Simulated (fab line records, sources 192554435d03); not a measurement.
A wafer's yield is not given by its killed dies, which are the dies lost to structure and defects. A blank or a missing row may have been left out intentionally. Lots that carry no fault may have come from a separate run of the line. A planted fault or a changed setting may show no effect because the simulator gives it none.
Chamber matching	flow n5Finfet	N5_HKMG_FIN_ETCH_58 on rieDiel-01 has 4 sister chambers
The step etches SOC in N2/H2, target depth 215.8 nm, time 741 s. 22 wafers are shown with their chamber, then 11 later ones without.

## WAFERS PAIRED WITH THEIR CHAMBERS
wafer	chamber	drypumpMotorCurrentA (A)	oesProductAu (a.u.)	showerheadPlenumPTorr (Torr)
L078.3	2	5.0	0.76	2.63
L078.4	1	5.2	0.92	2.60
L078.5	0	6.4	0.84	2.60
L080.1	2	4.9	0.76	2.63
L080.2	0	6.3	0.82	2.59
L080.3	1	5.3	0.90	2.60
L080.4	2	5.0	0.76	2.63
L080.5	1	5.2	0.91	2.60
L080.6	0	6.3	0.83	2.59
L082.1	1	5.2	0.91	2.60
L082.2	2	5.0	0.75	2.62
L082.4	3	5.3	0.73	2.64
L088.2	1	5.2	0.87	2.59
L088.3	0	6.4	0.80	2.59
L088.5	1	5.2	0.87	2.59
L090.1	1	5.2	0.87	2.59
L090.2	2	5.0	0.73	2.62
L090.3	0	6.4	0.80	2.58
L090.4	3	5.3	0.72	2.63
L090.5	0	6.4	0.80	2.58
L090.6	1	5.2	0.88	2.59
L091.3	1	5.2	0.86	2.59

SIGNATURES (averages over the wafers above)
reading	chamber 0	chamber 1	chamber 2	chamber 3	scatter within a chamber
drypumpMotorCurrentA	6.367	5.211	4.980	5.300	0.041
oesProductAu	0.8150	0.8878	0.7520	0.7250	0.0186
showerheadPlenumPTorr	2.5883	2.5944	2.6260	2.6350	0.00613
Rule: for a wafer and a chamber, the distance is found by dividing, reading by reading, the gap between the wafer's reading and the chamber's mean by the reading's scatter, squaring, summing and taking the root. The wafer belongs to the nearest chamber; if the next one is less than 2 further off, it can't be placed. The scatter is the square root of a quotient: the sum, over the shown wafers, of each reading's squared deviation from its chamber's mean, divided by wafers minus chambers.

## WAFERS MISSING THEIR CHAMBER
wafer	drypumpMotorCurrentA (A)	oesProductAu (a.u.)	showerheadPlenumPTorr (Torr)
L091.5	6.4	0.80	2.58
L091.6	5.3	0.71	2.63
L094.1	5.4	0.71	2.63
L094.2	5.2	0.85	2.59
L094.5	5.2	0.85	2.59
L095.2	5.0	0.72	2.61
L095.3	5.3	0.71	2.63
L095.4	6.4	0.78	2.58
L096.2	5.3	0.85	2.58
L096.3	6.4	0.79	2.58
L096.4	5.3	0.71	2.63

## WHICH CHAMBER EACH WENT THROUGH
wafer	from the rows above	in truth
L091.5	0	0
L091.6	3	3
L094.1	3	3
L094.2	1	1
L094.5	1	1
L095.2	2	2
L095.3	3	3
L095.4	0	0
L096.2	1	1
L096.3	0	0
L096.4	3	3
Correct placement for 11 of the 11. From these rows, 0 cannot be placed. Placed wrongly: 0.
